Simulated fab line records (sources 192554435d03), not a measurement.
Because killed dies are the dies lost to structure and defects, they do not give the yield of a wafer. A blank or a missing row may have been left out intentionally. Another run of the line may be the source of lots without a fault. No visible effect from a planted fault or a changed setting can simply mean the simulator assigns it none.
Matching of chambers | flow n5-finfet | N5_GATE_CUT_HM_OPEN_40 on rie-diel-01: 4 sister chambers
The step chemistry C4F6/O2, target SiO2, target depth 139 nm, time 85.1 s. 7 wafers are shown with their chamber, then 9 later ones without.

## WAFERS, EACH WITH ITS CHAMBER
wafer  | chamber | throttle-valve-pct (%) | rf-vpp-V (V)
L080.1 | 3       | 20.90                  | 641
L084.6 | 1       | 21.01                  | 680
L087.4 | 0       | 20.51                  | 659
L087.6 | 1       | 21.05                  | 680
L089.1 | 2       | 21.16                  | 655
L089.3 | 0       | 20.51                  | 659
L089.5 | 2       | 21.16                  | 656

## WAFERS WITH NO CHAMBER GIVEN
wafer  | throttle-valve-pct (%) | rf-vpp-V (V)
L090.1 | 20.52                  | 660
L090.2 | 20.61                  | 641
L090.4 | 21.15                  | 656
L093.1 | 20.54                  | 658
L093.3 | 21.18                  | 656
L093.5 | 21.18                  | 657
L097.1 | 20.54                  | 658
L097.3 | 21.18                  | 656
L097.5 | 20.54                  | 659

## EACH ONE'S CHAMBER
wafer  | from the rows above | in truth
L090.1 | 0                   | 0
L090.2 | 3                   | 3
L090.4 | 2                   | 2
L093.1 | 0                   | 0
L093.3 | 2                   | 2
L093.5 | 2                   | 2
L097.1 | 0                   | 0
L097.3 | 2                   | 2
L097.5 | 0                   | 0
Correct placement for 9 of the 9. Not placeable from these rows: 0. Placed wrongly: 0.
How it was worked out, from the rows above alone: a wafer's distance from a chamber is the root of the sum, over the readings, of the square of ((its reading less the chamber's mean) divided by the reading's scatter). The wafer belongs to the nearest chamber; if the next one is less than 2 further off, it can't be placed. The mean given for a chamber averages the wafers shown for that chamber. How the scatter is found: for the shown wafers, subtract from each reading the mean of its chamber, square and add these, divide the total by (wafers less chambers), then take the root.
